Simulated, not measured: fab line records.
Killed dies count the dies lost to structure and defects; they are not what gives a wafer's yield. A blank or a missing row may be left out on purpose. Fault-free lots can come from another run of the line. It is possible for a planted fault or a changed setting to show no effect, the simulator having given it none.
Which tool did it? | flow n5 finfet | Sampling: 9 lots, 27 wafers, 5 of 1938 route steps

WHAT THE GAUGES READ, wafer by wafer
N5_ZERO_LAYER_CD_MEAS_11: the cd target is 2000 nm.
lot  | measured    | on        | cd nm (nm)
L129 | day 2 06:40 | cd sem-02 | 2003.1 2002.5 2002.6
L130 | day 2 12:46 | cd sem-02 | 2000.6 2000.8 1998.3
L131 | day 2 18:52 | cd sem-03 | 2006.1 1999.3 2003.5
L133 | day 3 06:47 | cd sem-01 | 2001.6 2001.8 2002.1
L137 | day 4 06:46 | cd sem-02 | 1997.4 1998.2 1995.6
L138 | day 4 12:46 | cd sem-02 | 2004.4 1999.9 2002.3
L139 | day 4 18:46 | cd sem-03 | 2005.7 2000.3 2003.0
L144 | day 6 00:46 | cd sem-03 | 2000.8 2002.0 2001.5
L149 | day 7 06:38 | cd sem-01 | 2000.9 1999.6 2001.1

N5_BEOL_M4_RC_MEAS_101.
lot  | measured     | on        | DIBL_N (mV/V)  | DIBL_P (mV/V)  | IOFF_N (nA/um)    | IOFF_P (nA/um) | ION_N (uA/um) | ION_P (uA/um) | RS_NWELL (ohm/sq) | SS_N (mV/dec)  | SS_P (mV/dec)  | VT_N (mV)         | VT_P (mV)
L129 | day 9 04:48  | prober-02 | 36.3 38.0 36.7 | 36.2 39.1 35.7 | 0.161 0.208 0.169 | 0.22 0.28 0.21 | 674 682 674   | 462 465 454   | 1034 1036 1038    | 71.1 72.0 71.8 | 74.1 73.7 73.2 | 249.6 246.3 250.4 | -247 -248 -247
L130 | day 9 12:25  | prober-02 | 37.0 35.1 34.3 | 38.7 36.5 35.6 | 0.187 0.160 0.139 | 0.24 0.20 0.18 | 680 680 673   | 455 468 459   | 1038 1025 1033    | 72.2 71.6 71.5 | 74.2 73.1 73.1 | 246.1 248.8 249.6 | -249 -253 -255
L131 | day 9 14:31  | prober-01 | 37.4 37.1 35.0 | 35.6 36.0 33.4 | 0.178 0.178 0.136 | 0.20 0.21 0.16 | 674 686 664   | 456 458 448   | 1032 1048 1036    | 71.8 71.6 71.7 | 73.3 73.6 72.4 | 247.8 249.2 253.0 | -255 -253 -255
L133 | day 9 16:41  | prober-01 | 36.4 36.4 35.4 | 34.8 35.9 34.2 | 0.153 0.160 0.147 | 0.20 0.23 0.20 | 671 677 670   | 464 474 465   | 1041 1037 1031    | 71.4 71.3 70.6 | 73.4 73.2 72.6 | 250.6 248.7 249.6 | -250 -247 -246
L137 | day 10 16:13 | prober-01 | 35.7 32.5 36.7 | 36.3 31.9 37.0 | 0.153 0.104 0.161 | 0.19 0.14 0.20 | 676 658 663   | 455 448 452   | 1125 1116 1132    | 70.7 70.6 71.4 | 74.0 72.7 74.8 | 248.6 258.3 250.6 | -255 -257 -255
L138 | day 11 10:02 | prober-02 | 38.3 35.8 36.1 | 39.4 36.3 36.8 | 0.204 0.158 0.169 | 0.25 0.20 0.21 | 676 686 687   | 464 466 463   | 1130 1129 1120    | 72.0 71.6 71.7 | 73.9 72.9 72.5 | 243.8 248.7 245.5 | -250 -250 -251
L139 | day 11 10:47 | prober-01 | 33.9           | 32.7           | 0.125             | 0.18           | 672           | 458           | 1117              | 71.0           | 72.8           | 253.8             | -249
L144 | day 12 12:24 | prober-01 | 37.8 34.7 37.3 | 38.4 34.8 38.4 | 0.207 0.137 0.178 | 0.23 0.18 0.23 | 679 658 672   | 458 456 459   | 1037 1037 1032    | 72.8 71.4 72.2 | 73.4 72.3 74.3 | 246.9 250.4 245.6 | -248 -252 -248
L149 | day 14 04:16 | prober-02 | 36.1 35.0 38.2 | 36.2 35.4 39.4 | 0.149 0.136 0.190 | 0.18 0.17 0.24 | 665 678 675   | 456 459 462   | 1042 1047 1037    | 71.0 70.9 71.5 | 72.9 73.7 74.2 | 252.6 253.1 249.5 | -253 -255 -248

WHICH TOOL RAN EACH LOT (tool, then ch and the chambers of the sampled wafers, then the start)
lot  | N5_WELL_APT_IMPLANT_14         | N5_PMOS_HMC_CHANNEL_EPI_HM_OPEN_15 | N5_PMOS_HMC_CHANNEL_EPI_FIN_RECESS_16
L129 | implanter-02 ch 0, day 2 07:56 | rie diel-03 ch 0,2,3, day 2 11:18  | rie si-02 ch 0,1,3, day 2 11:41
L130 | implanter-02 ch 0, day 2 13:59 | rie diel-02 ch 2,3, day 2 18:15    | rie si-03 ch 0,2, day 2 18:38
L131 | implanter-01 ch 0, day 2 20:29 | rie diel-02 ch 0,1,3, day 3 00:00  | rie si-03 ch 0,1, day 3 00:24
L133 | implanter-01 ch 0, day 3 07:59 | rie diel-04 ch 2,3, day 3 11:53    | rie si-05 ch 0,2,3, day 3 12:17
L137 | implanter-01 ch 0, day 4 08:33 | rie diel-04 ch 0,1, day 4 11:55    | rie si-03 ch 1,2, day 4 12:18
L138 | implanter-01 ch 0, day 4 13:59 | rie diel-03 ch 0,2, day 4 17:54    | rie si-02 ch 0,2,3, day 4 18:16
L139 | implanter-01 ch 0, day 4 20:08 | rie diel-04 ch 0,3, day 4 23:38    | rie si-02 ch 0,1,3, day 5 00:01
L144 | implanter-02 ch 0, day 6 01:52 | rie diel-03 ch 0,1,3, day 6 05:40  | rie si-05 ch 1,2,3, day 6 06:02
L149 | implanter-02 ch 0, day 7 07:44 | rie diel-03 ch 1,2,3, day 7 11:01  | rie si-05 ch 0,1,3, day 7 11:23
- N5_WELL_APT_IMPLANT_14
- N5_PMOS_HMC_CHANNEL_EPI_HM_OPEN_15: chemistry CHF3/O2, target SiO2, target depth 40.6 nm, time 20.3 s.
- N5_PMOS_HMC_CHANNEL_EPI_FIN_RECESS_16: chemistry HBr/Cl2, target Si, target depth 54 nm, time 18 s.

WHAT THE TOOLS THEMSELVES READ (means of the sampled wafers that have a number; where no wafer has one, the mark that the record gives instead)
N5_WELL_APT_IMPLANT_14.
lot  | tool         | dose ions cm2 | faraday current uA
L129 | implanter-02 | 1.4997e+13    | 190
L130 | implanter-02 | 1.5023e+13    | 190
L131 | implanter-01 | 1.4992e+13    | 191
L133 | implanter-01 | 1.4988e+13    | 194
L137 | implanter-01 | 1.3019e+13    | 163
L138 | implanter-01 | 1.3045e+13    | 163
L139 | implanter-01 | 1.3052e+13    | 166
L144 | implanter-02 | 1.5004e+13    | 189
L149 | implanter-02 | 1.4985e+13    | 185

N5_PMOS_HMC_CHANNEL_EPI_HM_OPEN_15.
lot  | tool        | drypump motor current A (A) | oes product au (a.u.) | rf vpp V (V) | showerhead plenum p Torr (Torr) | throttle valve pct (%)
L129 | rie diel-03 | 5.5                         | 0.78                  | 512          | 2.38                            | 18.91
L130 | rie diel-02 | 6.6                         | 0.68                  | 528          | 2.35                            | 19.04
L131 | rie diel-02 | 5.7                         | 0.78                  | 524          | 2.38                            | 18.96
L133 | rie diel-04 | 5.7                         | 0.76                  | 533          | 2.51                            | 18.99
L137 | rie diel-04 | 5.8                         | 0.75                  | 532          | 2.45                            | 19.03
L138 | rie diel-03 | 5.3                         | 0.80                  | 519          | 2.43                            | 18.96
L139 | rie diel-04 | 5.7                         | 0.72                  | 523          | 2.45                            | 18.81
L144 | rie diel-03 | 5.8                         | 0.82                  | 510          | 2.43                            | 18.84
L149 | rie diel-03 | 5.5                         | 0.81                  | 509          | 2.43                            | 18.89

N5_PMOS_HMC_CHANNEL_EPI_FIN_RECESS_16.
lot  | tool      | drypump motor current A (A) | he backside leak sccm (sccm) | mfc cl2 sccm (sccm) | oes product au (a.u.) | throttle valve pct (%)
L129 | rie si-02 | 6.4                         | 2.97                         | 79.72               | 0.990                 | 35.3
L130 | rie si-03 | 5.3                         | 2.60                         | 80.16               | 1.009                 | 36.1
L131 | rie si-03 | 5.5                         | 2.82                         | 79.67               | 0.999                 | 35.8
L133 | rie si-05 | 6.0                         | 3.07                         | 80.32               | 0.982                 | 35.4
L137 | rie si-03 | 5.0                         | 2.64                         | 80.29               | 1.008                 | 36.0
L138 | rie si-02 | 6.3                         | 2.80                         | 79.89               | 1.001                 | 35.4
L139 | rie si-02 | 6.4                         | 2.91                         | 80.09               | 0.997                 | 35.3
L144 | rie si-05 | 6.0                         | 2.94                         | 79.85               | 0.980                 | 35.3
L149 | rie si-05 | 5.8                         | 3.03                         | 79.85               | 0.988                 | 35.3

THE ANSWER, worked out from the rows above alone
Rule: the usual values come from the lots themselves. The widest of any qualifying gaps counts: lots, ordered by their means at a reading, are off when they make up no more than a third of the lots, leave a main group of 4 or more, and stand apart from it by 3 or more times the standard deviation of that group's means. Not used: any main group whose means are identical at the precision the tables above print for the reading. A lot without any number at a reading at which 4 lots or more have one is off too. All remaining lots with rows at the step are treated as sound. Order of review: gauges by route order, followed by the tools' own readings, for which a lot's mean as printed above is used. The first step at which some lot is off is used, and at that step the reading that is off furthest; a lot without a number counts as furthest.
Off: L137, L138, L139, seen at N5_BEOL_M4_RC_MEAS_101 (RS_NWELL). The main group: mean 1037 ohm/sq, standard deviation 3.1.
If a tool, at a process step before that reading, ran all the lots that are off and no sound lot after the first of them, it fits. Not tried: the gauges at N5_BEOL_M4_RC_MEAS_101; whatever is off there is also off at N5_WELL_APT_IMPLANT_14, on other tools, and gauge error can't account for it. One fits: implanter-01 at N5_WELL_APT_IMPLANT_14. A fault onset in the window from L133 (day 3 07:59, its last sound lot) to L137 (day 4 08:33, its first lot off) fits.
The tool's own readings at N5_WELL_APT_IMPLANT_14 bear it out: on the lots that are off they differ by more than 5 times the standard deviation of the sound lots' means. dose ions cm2 reads 1.3039e+13 there against 1.4998e+13 on the sound lots; faraday current uA reads 164 there against 190 on the sound lots.

WHAT HAD BEEN PUT IN BY THE SIMULATOR
Drift in process parameters on implanter-01 at N5_WELL_APT_IMPLANT_14, starting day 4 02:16. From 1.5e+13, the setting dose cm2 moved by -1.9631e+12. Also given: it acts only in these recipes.
Struck lots among those shown: L137, L138, L139. The rule above found the same.
